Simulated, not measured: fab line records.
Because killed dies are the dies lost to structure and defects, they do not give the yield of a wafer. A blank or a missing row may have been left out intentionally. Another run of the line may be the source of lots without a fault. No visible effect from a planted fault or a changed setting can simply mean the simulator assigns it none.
What tool caused it?	flow n5Finfet	Sampling: 10 lots, 28 wafers, 4 of 1938 route steps

== WHAT EACH GAUGE READ, for each wafer ==
N5_SD_EPI_P_INSPECT_26: inspects for defects (darkfield).
lot	measured	on	rawDefectCount
L518	day 3 15:56	defectInspect-01	201 185 238
L520	day 4 03:00	defectInspect-02	176 212 206
L522	day 4 16:26	defectInspect-02	148 131 221
L523	day 4 19:15	defectInspect-02	152 144 157
L529	day 6 14:26	defectInspect-01	588 496 482
L531	day 6 23:18	defectInspect-02	527 556 545
L533	day 7 11:49	defectInspect-02	177 170 186
L536	day 8 06:56	defectInspect-02	208 281 237
L538	day 8 16:37	defectInspect-01	204 196
L539	day 8 23:19	defectInspect-02	129 147

== EACH LOT AND THE TOOL THAT RAN IT (in order: tool; ch and the chambers of the sampled wafers; start) ==
lot	N5_SD_EPI_N_LINER_46	N5_SD_EPI_P_STRIP_40	N5_SD_EPI_P_VAPOR_ETCH_44
L518	aldSin-03 ch 1,2,3, day 3 10:20	plasmaAsher-01 ch 0,1, day 3 12:13	epiRpcvd-04 ch 0, day 3 12:40
L520	aldSin-03 ch 2,3, day 3 22:32	plasmaAsher-02 ch 0,1, day 4 00:08	epiRpcvd-02 ch 0, day 4 00:30
L522	aldSin-03 ch 0,2,3, day 4 11:16	plasmaAsher-01 ch 0,1, day 4 12:43	epiRpcvd-04 ch 0, day 4 13:09
L523	aldSin-03 ch 1,2,3, day 4 14:47	plasmaAsher-02 ch 0,1, day 4 16:22	epiRpcvd-02 ch 0, day 4 16:44
L529	aldSin-04 ch 0,3, day 6 08:55	plasmaAsher-01 ch 0,1, day 6 10:42	epiRpcvd-04 ch 0, day 6 11:11
L531	aldSin-01 ch 0,1,3, day 6 17:58	plasmaAsher-02 ch 0,1, day 6 19:32	epiRpcvd-04 ch 0, day 6 19:58
L533	aldSin-01 ch 0,2,3, day 7 06:20	plasmaAsher-02 ch 0,1, day 7 08:04	epiRpcvd-01 ch 0, day 7 08:34
L536	aldSin-04 ch 1,2, day 8 01:16	plasmaAsher-02 ch 0,1, day 8 04:03	epiRpcvd-02 ch 0, day 8 04:23
L538	aldSin-04 ch 2,3, day 8 12:03	plasmaAsher-01 ch 1, day 8 13:45	epiRpcvd-01 ch 0, day 8 14:10
L539	aldSin-01 ch 1,2, day 8 18:52	plasmaAsher-01 ch 1, day 8 20:26	epiRpcvd-02 ch 0, day 8 20:46
- N5_SD_EPI_N_LINER_46: material SiNx, target thk 3 nm.
- N5_SD_EPI_P_STRIP_40: strips in N2/H2.
- N5_SD_EPI_P_VAPOR_ETCH_44: etches SiGe30 in NF3/Ar, time 3.3 s.

== THE ANSWER, worked out from the rows above alone ==
Rule: the usual values come from the lots themselves. Put in order of their means at a reading, lots are off if they are a third of the lots or fewer, leave a main group of 4 or more, and stand apart from it by a gap of 3 or more times the standard deviation of the main group's means; of several such gaps the widest counts. A main group is skipped when, at the precision printed for the reading in the tables above, its means are all equal. Also off: a lot with no number at a reading for which 4 or more lots have one. The other lots that the step has rows for count as sound.
Off: L529, L531 (N5_SD_EPI_P_INSPECT_26, rawDefectCount). Mean 185 and standard deviation 31 in the main group.
If a tool, at a process step before that reading, ran all the lots that are off and no sound lot after the first of them, it fits. Gauges at N5_SD_EPI_P_INSPECT_26: tried the same way as those tools. One fits: N5_SD_EPI_P_VAPOR_ETCH_44 on epiRpcvd-04. A fault onset in the window from L522 (day 4 13:09, its last sound lot) to L529 (day 6 11:11, its first lot off) fits.

== WHAT HAD BEEN PUT IN BY THE SIMULATOR ==
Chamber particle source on epiRpcvd-04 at N5_SD_EPI_P_VAPOR_ETCH_44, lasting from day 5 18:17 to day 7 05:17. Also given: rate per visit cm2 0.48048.
Shown lots that were struck: L529, L531. The rule given above showed the same thing.
